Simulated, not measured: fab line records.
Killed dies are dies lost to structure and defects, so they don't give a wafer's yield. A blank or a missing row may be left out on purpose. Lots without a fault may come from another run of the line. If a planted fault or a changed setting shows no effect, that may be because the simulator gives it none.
fab line records	flow nand_harc	part 1 of 2: steps 1 to 23 of 30
record: lots: 5	wafers: 15	last_day: 32
route steps=1302 shown A_STAIRCASE@783
lots with no fault: from the same line, run without faults
start_h: hours from the record's opening day to when the first of the lot's shown wafers began	wait_h: hours elapsed since this lot's preceding step	" repeats the value in the row above	L1.1+2: a single row standing in for several wafers	- no value, or no start given	* or withheld: withheld	< > ~ a bound
route shown NAME@n: NAME is a module with steps in the file, n the number in the route of the first one	usual: average and standard deviation across the fault-free wafers	same: alike in all rows	chamber/n: place in a boat	sites: readings site by site	_std_site: standard deviation across them	_edge_site: inner sites' mean taken away from outer sites' mean	radius_mm: how far each site lies from the wafer's centre	mask NAME#n: copy n	behind: the last tool/chamber to shape the wafer	hold: cause of the lot's hold/its duration in hours/its outcome	device: whichever transistor did not switch (one of n, p or np)	end of line: tests run on the same wafers once the route is complete	where a step has no rows: the recipe by itself	killed: not the wafer's yield, but the dies lost to structure and defects at the first sort	map: shows each die of a wafer: x if killed, . if not, _ if none is there
set.NAME: the setting that was run; set.NAME@STEP: the one run at that earlier step	model.NAME: the simulator's own value behind a step, which no gauge read
a table for each step, a row for each wafer; lots at some steps of the route
services: when a tool's chamber went out of use (start_h, in hours from the record's first day, below 0 if earlier), for how many hours, and the reason
== steps ==
step: NHARC_A_STAIRCASE_HARDBAKE_269
recipe: temp_c: 120	time_s: 140
lot.wafer	tool	chamber	start_h	wait_h
L076.1+2+4	litho_track-02	0	396.40	-
L079.3+5+6	litho_track-03	0	431.40	-
L084.1+2+6	litho_track-02	0	475.39	-
L092.3+4+6	litho_track-05	0	543.41	-
L094.2+4+6	litho_track-03	0	580.21	-
step: NHARC_A_STAIRCASE_DESCUM_270
recipe: time_s: 3	o2_flow_sccm: 200	ar_flow_sccm: 0	bias_power_w: 0	chemistry: O2
usual: drypump_motor_current_A: 5.6/0.37	oes_product_au: 0.999/0.014	rf_vpp_V: 57.7/0.92	showerhead_plenum_p_Torr: 1.91/0.11	throttle_valve_pct: 11.311/0.0082
same: bias_power_w: 0
lot.wafer	tool	chamber	start_h	wait_h	drypump_motor_current_A	oes_product_au	rf_hours_counter_h	rf_vpp_V	showerhead_plenum_p_Torr	throttle_valve_pct
L076.2	rie_diel-03	2	396.49	-	6.1	1.006	32	57.7	1.77	11.311
L076.4	"	3	"	"	6.3	0.998	36	57.5	1.97	11.320
L076.1	"	0	"	"	5.7	1.007	38	58.6	2.05	11.311
L079.3	rie_diel-03	1	431.49	-	5.3	1.004	44	56.4	1.86	11.321
L079.5	"	0	"	"	5.6	1.005	-	57.9	2.04	11.307
L079.6	"	1	"	"	5.3	1.009	-	57.4	1.86	11.321
L084.2	rie_diel-03	3	475.49	-	6.3	0.992	2	58.9	1.97	11.314
L084.1	"	1	"	"	5.2	0.990	4	57.0	1.85	11.303
L084.6	"	3	"	"	6.3	0.993	-	58.4	1.97	11.319
L092.4	rie_diel-11	3	543.49	-	5.2	1.004	33	58.1	1.94	11.314
L092.3	"	2	"	"	5.6	0.984	35	56.1	1.82	11.304
L092.6	"	3	"	"	5.2	1.001	-	56.3	1.94	11.301
L094.2	rie_diel-03	2	580.31	-	6.1	1.011	39	58.6	2.06	11.305
L094.4	"	3	"	"	6.3	1.004	34	57.1	1.96	11.303
L094.6	"	1	"	"	5.2	1.001	-	56.5	1.84	11.308
step: NHARC_A_STAIRCASE_ETCH_271
recipe: cf4_flow_sccm: 100	chf3_flow_sccm: 30	ar_flow_sccm: 0	rf_w: 500	bias_w: 200	chemistry: CF4/CHF3
usual: drypump_motor_current_A: 5.6/0.36	oes_product_au: 0.949/0.022	rf_vpp_V: 370.6/2.9	showerhead_plenum_p_Torr: 1.57/0.084	throttle_valve_pct: 16.804/0.009
lot.wafer	tool	chamber	start_h	wait_h	drypump_motor_current_A	oes_product_au	rf_hours_counter_h	rf_vpp_V	showerhead_plenum_p_Torr	throttle_valve_pct
L076.1	rie_diel-03	1	396.58	0.1	5.2	0.968	34	369.2	1.53	16.795
L076.2	"	2	"	"	6.1	0.977	32	366.7	1.46	16.818
L076.4	"	0	"	"	5.7	0.975	38	374.7	1.68	16.799
L079.3	rie_diel-03	2	431.62	0.1	6.1	0.966	42	365.8	1.46	16.801
L079.5	"	2	"	"	6.1	0.956	-	365.5	1.46	16.798
L079.6	"	3	"	"	6.3	0.940	-	371.9	1.62	16.809
L084.2	rie_diel-03	0	475.58	0.1	5.6	0.976	2	373.4	1.67	16.821
L084.1	"	2	"	"	6.1	0.972	4	375.2	1.70	16.799
L084.6	"	0	"	"	5.6	0.978	-	374.8	1.67	16.810
L092.4	rie_diel-11	3	543.58	0.1	5.2	0.929	33	370.0	1.60	16.800
L092.3	"	2	"	"	5.7	0.920	35	369.3	1.50	16.802
L092.6	"	3	"	"	5.1	0.934	-	371.5	1.60	16.799
L094.2	rie_diel-03	1	580.39	0.1	5.2	0.960	37	367.9	1.52	16.804
L094.4	"	3	"	"	6.3	0.993	34	371.0	1.61	16.814
L094.6	"	1	"	"	5.2	0.956	-	369.6	1.52	16.812
step: NHARC_A_STAIRCASE_HM_OPEN_457
recipe: o2_flow_sccm: 400	cos_flow_sccm: 20	ar_flow_sccm: 0	rf_w: 500	bias_w: 300	chemistry: O2/COS
usual: cos_flow_sccm: 20.00/0.053	drypump_motor_current_A: 5.6/0.36	oes_product_au: 1.001/0.015	rf_vpp_V: 467/3.6	showerhead_plenum_p_Torr: 3.12/0.16	throttle_valve_pct: 28.330/0.0092
lot.wafer	tool	chamber	start_h	wait_h	cos_flow_sccm	drypump_motor_current_A	oes_product_au	rf_hours_counter_h	rf_vpp_V	showerhead_plenum_p_Torr	throttle_valve_pct
L076.1	rie_diel-03	1	-	-	19.98	5.3	0.986	34	464	3.04	28.333
L076.4	"	2	"	"	19.93	6.1	1.005	32	461	2.90	28.330
L076.2	"	3	"	"	19.94	6.3	0.993	36	469	3.21	28.330
L079.3	rie_diel-03	3	-	-	19.99	6.3	0.982	46	469	3.21	28.306
L079.5	"	0	"	"	19.95	5.6	0.995	-	470	3.32	28.337
L079.6	"	1	"	"	20.04	5.2	1.009	-	466	3.03	28.328
L084.2	rie_diel-03	1	-	-	20.07	5.3	0.997	4	466	3.02	28.326
L084.1	"	2	"	"	20.01	6.1	1.023	4	469	3.37	28.332
L084.6	"	1	"	"	20.02	5.3	0.997	-	465	3.02	28.330
L092.4	rie_diel-11	3	-	-	20.11	5.1	1.005	33	469	3.17	28.325
L092.3	"	1	"	"	20.02	6.2	1.017	33	465	3.01	28.331
L092.6	"	3	"	"	20.12	5.1	0.998	-	467	3.17	28.321
L094.4	rie_diel-03	0	-	-	20.02	5.7	1.018	33	470	3.30	28.339
L094.2	"	1	"	"	19.96	5.2	1.003	37	465	3.01	28.314
L094.6	"	1	"	"	20.03	5.3	1.010	-	465	3.01	28.327
step: NHARC_A_STAIRCASE_STRIP_458
recipe: o2_flow_sccm: 400	cos_flow_sccm: 20	ar_flow_sccm: 0	bias_w: 0	chemistry: O2/COS
lot.wafer	tool	chamber	start_h	wait_h
L076.1+4+2	rie_diel-03	1,2,3	-	-
L079.3+5+6	rie_diel-03	1,3,0	-	-
L084.1+2+6	rie_diel-03	3,0,2	-	-
L092.3+4+6	rie_diel-11	1,3,1	-	-
L094.4+2+6	rie_diel-03	0,1,0	-	-
step: NHARC_A_STAIRCASE_ETCH_451
recipe: target_depth_a: 300	overetch_a: 30	time_s: 16.5	ion_energy_ev: 100	cf4_flow_sccm: 80	o2_flow_sccm: 20	ar_flow_sccm: 0	rf_w: 300	bias_w: 100	chemistry: CF4/O2
usual: drypump_motor_current_A: 5.6/0.37	oes_product_au: 0.998/0.013	rf_vpp_V: 197.8/1.7	showerhead_plenum_p_Torr: 1.33/0.072	throttle_valve_pct: 13.397/0.0093
lot.wafer	tool	chamber	start_h	wait_h	drypump_motor_current_A	oes_product_au	rf_hours_counter_h	rf_vpp_V	showerhead_plenum_p_Torr	throttle_valve_pct
L076.1	rie_diel-03	0	-	-	5.6	0.994	38	199.3	1.43	13.407
L076.4	"	1	"	"	5.3	0.996	34	196.2	1.30	13.389
L076.2	"	3	"	"	6.3	0.983	36	198.5	1.38	13.378
L079.3	rie_diel-03	1	-	-	5.3	1.001	44	197.8	1.30	13.405
L079.6	"	2	"	"	6.1	0.997	-	197.4	1.24	13.393
L079.5	"	3	"	"	6.3	0.982	-	199.3	1.37	13.411
L084.1	rie_diel-03	1	-	-	5.3	0.992	4	198.8	1.29	13.393
L084.2	"	2	"	"	6.1	1.017	4	199.4	1.44	13.394
L084.6	"	3	"	"	6.3	0.988	-	198.9	1.37	13.384
L092.4	rie_diel-11	3	-	-	5.1	0.996	34	196.8	1.36	13.405
L092.3	"	0	"	"	5.5	0.987	32	195.6	1.24	13.399
L092.6	"	0	"	"	5.5	0.977	-	194.7	1.24	13.401
L094.4	rie_diel-03	3	-	-	6.3	1.006	34	197.5	1.36	13.414
L094.2	"	0	"	"	5.6	1.014	33	199.2	1.41	13.403
L094.6	"	0	"	"	5.6	1.016	-	199.4	1.41	13.387
step: NHARC_A_STAIRCASE_ETCH_273
recipe: target_depth_a: 1.02e+05	time_s: 2468.6	ion_energy_ev: 800	c4f8_flow_sccm: 80	o2_flow_sccm: 60	ar_flow_sccm: withheld	rf_w: 600	bias_w: 3000	chemistry: C4F8/O2/Ar
usual: oes_product_au: 0.935/0.014	rf_vpp_V: 1827/13
lot.wafer	tool	chamber	start_h	wait_h	oes_product_au	rf_hours_counter_h	rf_vpp_V
L076.1	rie_diel-03	1	-	-	0.930	34	1820
L076.2	"	2	"	"	0.941	33	1809
L076.4	"	0	"	"	0.946	38	1844
L079.3	rie_diel-03	3	-	-	0.928	46	1834
L079.6	"	0	"	"	0.933	-	1843
L079.5	"	1	"	"	0.928	-	1819
L084.1	rie_diel-03	1	-	-	0.926	4	1817
L084.2	"	0	"	"	0.944	3	1841
L084.6	"	2	"	"	0.952	-	1846
L092.3	rie_diel-11	1	-	-	0.953	34	1818
L092.4	"	2	"	"	0.920	36	1815
L092.6	"	1	"	"	0.954	-	1817
L094.4	rie_diel-03	0	-	-	0.948	34	1841
L094.2	"	2	"	"	0.958	40	1845
L094.6	"	1	"	"	0.933	-	1817
step: NHARC_A_STAIRCASE_STRIP_274
recipe: o2_flow_sccm: 500	ar_flow_sccm: 0	bias_w: 0	chemistry: O2
usual: drypump_motor_current_A: 5.6/0.36	oes_product_au: 1.000/0.014	rf_vpp_V: 57.8/0.93	showerhead_plenum_p_Torr: 3.52/0.18	throttle_valve_pct: 17.035/0.0081
lot.wafer	tool	chamber	start_h	wait_h	drypump_motor_current_A	oes_product_au	rf_hours_counter_h	rf_vpp_V	showerhead_plenum_p_Torr	throttle_valve_pct
L076.2	rie_diel-03	3	-	-	6.3	0.988	38	59.3	3.63	17.034
L076.4	"	0	"	"	5.6	1.007	39	57.3	3.75	17.010
L076.1	"	1	"	"	5.3	0.994	36	57.0	3.43	17.039
L079.3	rie_diel-03	0	-	-	5.7	1.003	49	57.7	3.75	17.028
L079.6	"	1	"	"	5.3	1.003	-	57.2	3.43	17.025
L079.5	"	2	"	"	6.1	1.006	-	59.1	3.28	17.043
L084.1	rie_diel-03	1	-	-	5.3	0.991	6	56.3	3.42	17.034
L084.2	"	2	"	"	6.1	1.024	5	59.8	3.81	17.036
L084.6	"	1	"	"	5.3	1.004	-	57.6	3.42	17.038
L092.3	rie_diel-11	3	-	-	5.1	1.009	34	59.1	3.58	17.041
L092.4	"	2	"	"	5.7	0.995	37	57.0	3.37	17.042
L092.6	"	3	"	"	5.2	1.006	-	56.8	3.58	17.041
L094.4	rie_diel-03	1	-	-	5.3	0.991	38	57.4	3.40	17.041
L094.2	"	3	"	"	6.3	0.987	35	59.5	3.60	17.037
L094.6	"	2	"	"	6.1	1.009	-	57.2	3.78	17.029
step: NHARC_A_STAIRCASE_STRIP_275
recipe: time_s: 900	temp_c: 130	chemistry: SPM
usual: bath_heat_duty_pct: 15.1/1.7
lot.wafer	tool	chamber	start_h	wait_h	bath_heat_duty_pct
L076.4	wet_bench-04	3	399.25	-	15.1
L076.2	"	5	"	"	14.4
L076.1	"	0	"	"	16.5
L079.5	wet_bench-02	2	434.11	-	17.4
L079.6	"	3	"	"	13.4
L079.3	"	4	"	"	17.2
L084.2	wet_bench-04	2	478.04	-	12.9
L084.1	"	4	"	"	17.5
L084.6	"	5	"	"	12.4
L092.6	wet_bench-04	0	546.36	-	15.3
L092.3	"	2	"	"	13.6
L092.4	"	4	"	"	15.6
L094.4	wet_bench-02	6	582.81	-	15.2
L094.6	"	1	"	"	15.6
L094.2	"	2	"	"	16.9
step: NHARC_A_STAIRCASE_PRECLEAN_276
recipe: time_s: *	temp_c: 50	bath_age_min: 0	chemistry: SC1
usual: bath_heat_duty_pct: 7.2/0.95	h2o2_flow_mL_min: 56.59/0.17
same: bath_age_min: 0
lot.wafer	tool	chamber	start_h	wait_h	bath_heat_duty_pct	h2o2_flow_mL_min
L076.4	wet_bench-04	3	-	-	7.0	56.46
L076.2	"	5	"	"	7.2	56.63
L076.1	"	0	"	"	7.1	56.62
L079.5	wet_bench-02	2	-	-	9.3	56.67
L079.6	"	3	"	"	6.3	56.32
L079.3	"	4	"	"	9.7	56.33
L084.2	wet_bench-04	2	-	-	5.8	56.58
L084.1	"	4	"	"	7.6	56.13
L084.6	"	5	"	"	6.5	56.50
L092.6	wet_bench-04	0	-	-	8.4	56.54
L092.3	"	2	"	"	6.2	56.57
L092.4	"	4	"	"	7.1	56.71
L094.4	wet_bench-02	6	-	-	7.1	56.93
L094.6	"	1	"	"	7.2	56.41
L094.2	"	2	"	"	8.5	56.31
step: NHARC_A_STAIRCASE_SRD_277
lot.wafer	tool	chamber	start_h	wait_h
L076.4+2+1	wet_bench-04	3,5,0	-	-
L079.5+6+3	wet_bench-02	2,3,4	-	-
L084.2+1+6	wet_bench-04	2,4,5	-	-
L092.6+3+4	wet_bench-04	0,2,4	-	-
L094.4+6+2	wet_bench-02	6,1,2	-	-
step: NHARC_A_STAIRCASE_HM_DEP_459
recipe: target_thk_a: 15000	temp_c: 400	material: aC
usual: throttle_valve_pct: 35.000/0.0092
lot.wafer	tool	chamber	start_h	wait_h	throttle_valve_pct
L076.1	acl_dep-02	0	399.77	0.1	34.995
L076.2	"	0	"	"	35.010
L076.4	"	0	"	"	35.006
L079.3	acl_dep-01	0	435.53	1.0	34.977
L079.5	"	0	"	"	34.995
L079.6	"	0	"	"	35.011
L084.1	acl_dep-02	0	478.56	0.1	34.994
L084.2	"	0	"	"	35.001
L084.6	"	0	480.07	1.6	34.990
L092.3	acl_dep-02	0	550.01	3.2	35.015
L092.4	"	0	"	"	35.007
L092.6	"	0	"	"	35.008
L094.2	acl_dep-01	0	583.63	0.4	35.020
L094.4	"	0	"	"	35.005
L094.6	"	0	"	"	35.000
step: NHARC_A_STAIRCASE_DEP_280
recipe: target_thk_a: 300	target_thk_nm: 30	temp_c: 400	pressure_torr: 3.5	flow_sccm: 200	rf_w: 350	material: SiON
usual: heater_power_outer_w: 418/66	heater_power_w: 695/100	showerhead_vpp_V: 1176/52
lot.wafer	tool	chamber	start_h	wait_h	heater_power_outer_w	heater_power_w	showerhead_vpp_V
L076.2	pecvd-03	2	401.68	1.3	414	654	1215
L076.1	"	0	"	"	419	756	1111
L076.4	"	0	"	"	424	735	1105
L079.3	pecvd-04	1	436.77	0.9	374	620	1146
L079.6	"	1	"	"	372	622	1156
L079.5	"	0	"	"	519	814	1115
L084.1	pecvd-03	0	480.40	1.5	485	857	1097
L084.2	"	2	"	"	452	730	1221
L084.6	"	0	"	"	511	847	1077
L092.3	pecvd-02	0	551.32	1.0	384	643	1237
L092.6	"	1	"	"	380	650	1168
L092.4	"	2	"	"	282	497	1215
L094.2	pecvd-02	0	585.23	1.3	393	633	1243
L094.6	"	1	"	"	433	718	1176
L094.4	"	2	"	"	342	593	1232
step: NHARC_A_STAIRCASE_DEHYDRATE_281
recipe: temp_c: 150	time_s: 120
lot.wafer	tool	chamber	start_h	wait_h
L076.1+2+4	litho_track-03	0	401.92	0.2
L079.3+5+6	litho_track-05	0	437.05	0.2
L084.1+2+6	litho_track-02	0	480.67	0.2
L092.3+4+6	litho_track-03	0	551.53	0.2
L094.2+4+6	litho_track-02	0	585.44	0.2
step: NHARC_A_STAIRCASE_HMDS_282
recipe: time_s: 30
lot.wafer	tool	chamber	start_h	wait_h
L076.1+2+4	litho_track-03	0	-	-
L079.3+5+6	litho_track-05	0	-	-
L084.1+2+6	litho_track-02	0	-	-
L092.3+4+6	litho_track-03	0	-	-
L094.2+4+6	litho_track-02	0	-	-
step: NHARC_A_STAIRCASE_COAT_283
recipe: spin_rpm: 1200
usual: spin_speed_rpm: 1200.1/0.8
lot.wafer	tool	chamber	start_h	wait_h	spin_speed_rpm
L076.1	litho_track-03	0	-	-	1200.0
L076.2	"	0	"	"	1198.6
L076.4	"	0	"	"	1200.6
L079.3	litho_track-05	0	-	-	1199.9
L079.5	"	0	"	"	1200.2
L079.6	"	0	"	"	1200.7
L084.1	litho_track-02	0	-	-	1200.1
L084.2	"	0	"	"	1199.5
L084.6	"	0	"	"	1199.1
L092.3	litho_track-03	0	-	-	1200.7
L092.4	"	0	"	"	1199.5
L092.6	"	0	"	"	1199.6
L094.2	litho_track-02	0	-	-	1200.9
L094.4	"	0	"	"	1199.7
L094.6	"	0	"	"	1200.1
step: NHARC_A_STAIRCASE_SOFTBAKE_284
recipe: temp_c: 135	time_s: 170
lot.wafer	tool	chamber	start_h	wait_h
L076.1+2+4	litho_track-03	0	-	-
L079.3+5+6	litho_track-05	0	-	-
L084.1+2+6	litho_track-02	0	-	-
L092.3+4+6	litho_track-03	0	-	-
L094.2+4+6	litho_track-02	0	-	-
step: NHARC_A_STAIRCASE_EBR_285
lot.wafer	tool	chamber	start_h	wait_h
L076.1+2+4	litho_track-03	0	-	-
L079.3+5+6	litho_track-05	0	-	-
L084.1+2+6	litho_track-02	0	-	-
L092.3+4+6	litho_track-03	0	-	-
L094.2+4+6	litho_track-02	0	-	-
step: NHARC_A_STAIRCASE_EXPOSE_286
recipe: na: 0.5	dose_mj: 25.01	mask_id: CHOP_100
usual: reticle_temp_C: 22.98/0.11
lot.wafer	tool	chamber	start_h	wait_h	mask	reticle_temp_C
L076.1	krf_scanner-01	0	402.25	-	CHOP_100#0	22.92
L076.2	"	0	"	"	CHOP_100#0	22.98
L076.4	"	0	"	"	CHOP_100#0	23.14
L079.3	krf_scanner-02	0	437.39	-	CHOP_100#0	23.16
L079.5	"	0	"	"	CHOP_100#0	23.17
L079.6	"	0	"	"	CHOP_100#0	23.02
L084.1	krf_scanner-01	0	481.00	-	CHOP_100#0	22.92
L084.2	"	0	"	"	CHOP_100#0	22.78
L084.6	"	0	"	"	CHOP_100#0	22.89
L092.3	krf_scanner-02	0	551.75	-	CHOP_100#0	22.87
L092.4	"	0	"	"	CHOP_100#0	22.95
L092.6	"	0	"	"	CHOP_100#0	22.90
L094.2	krf_scanner-03	0	585.78	-	CHOP_100#0	23.05
L094.4	"	0	"	"	CHOP_100#0	23.00
L094.6	"	0	"	"	CHOP_100#0	22.98
step: NHARC_A_STAIRCASE_PEB_287
recipe: peb_temp_c: 115	peb_time_s: 130
lot.wafer	tool	chamber	start_h	wait_h
L076.1+2+4	litho_track-05	0	402.32	0.1
L079.3+5+6	litho_track-05	0	437.45	0.1
L084.1+2+6	litho_track-05	0	481.07	0.1
L092.3+4+6	litho_track-05	0	551.81	0.1
L094.2+4+6	litho_track-05	0	585.84	0.1
step: NHARC_A_STAIRCASE_DEVELOP_288
recipe: time_s: 140
lot.wafer	tool	chamber	start_h	wait_h
L076.1+2+4	litho_track-05	0	-	-
L079.3+5+6	litho_track-05	0	-	-
L084.1+2+6	litho_track-05	0	-	-
L092.3+4+6	litho_track-05	0	-	-
L094.2+4+6	litho_track-05	0	-	-
step: NHARC_A_STAIRCASE_HARDBAKE_290
recipe: temp_c: 120	time_s: 140
lot.wafer	tool	chamber	start_h	wait_h
L076.1+2+4	litho_track-03	0	402.54	-
L079.3+5+6	litho_track-05	0	437.67	-
L084.1+2+6	litho_track-03	0	481.29	-
L092.3+4+6	litho_track-02	0	552.04	-
L094.2+4+6	litho_track-03	0	586.06	-
step: NHARC_A_STAIRCASE_DESCUM_291
recipe: time_s: 3	o2_flow_sccm: 200	ar_flow_sccm: 0	bias_power_w: 0	chemistry: O2
usual: drypump_motor_current_A: 5.7/0.39	oes_product_au: 1.001/0.013	rf_vpp_V: 57.9/0.87	showerhead_plenum_p_Torr: 1.92/0.1	throttle_valve_pct: 11.311/0.0089
same: bias_power_w: 0
lot.wafer	tool	chamber	start_h	wait_h	drypump_motor_current_A	oes_product_au	rf_hours_counter_h	rf_vpp_V	showerhead_plenum_p_Torr	throttle_valve_pct
L076.2	rie_diel-03	3	402.67	-	6.3	0.995	39	58.5	1.97	11.320
L076.1	"	0	"	"	5.6	1.017	40	58.8	2.04	11.316
L076.4	"	2	"	"	6.1	1.026	35	56.1	1.77	11.302
L079.3	rie_diel-04	1	437.78	-	6.0	0.986	21	59.0	2.05	11.308
L079.5	"	2	"	"	5.4	0.995	-	57.6	1.90	11.304
L079.6	"	3	"	"	5.2	1.006	-	58.1	1.79	11.312
L084.2	rie_diel-03	2	481.38	-	6.1	1.020	7	58.3	2.07	11.331
L084.1	"	3	"	"	6.3	1.005	4	58.7	1.97	11.291
L084.6	"	2	"	"	6.1	1.026	-	57.3	2.07	11.308
L092.3	rie_diel-03	2	552.14	-	6.1	1.013	29	57.0	2.07	11.312
L092.6	"	0	"	"	5.6	1.000	-	57.2	2.03	11.318
L092.4	"	1	"	"	5.3	0.984	-	57.6	1.84	11.310
L094.4	rie_diel-03	0	586.15	-	5.6	1.015	35	58.4	2.03	11.313
L094.2	"	2	"	"	6.1	1.013	40	58.1	2.06	11.318
L094.6	"	0	"	"	5.6	1.020	-	58.2	2.03	11.312
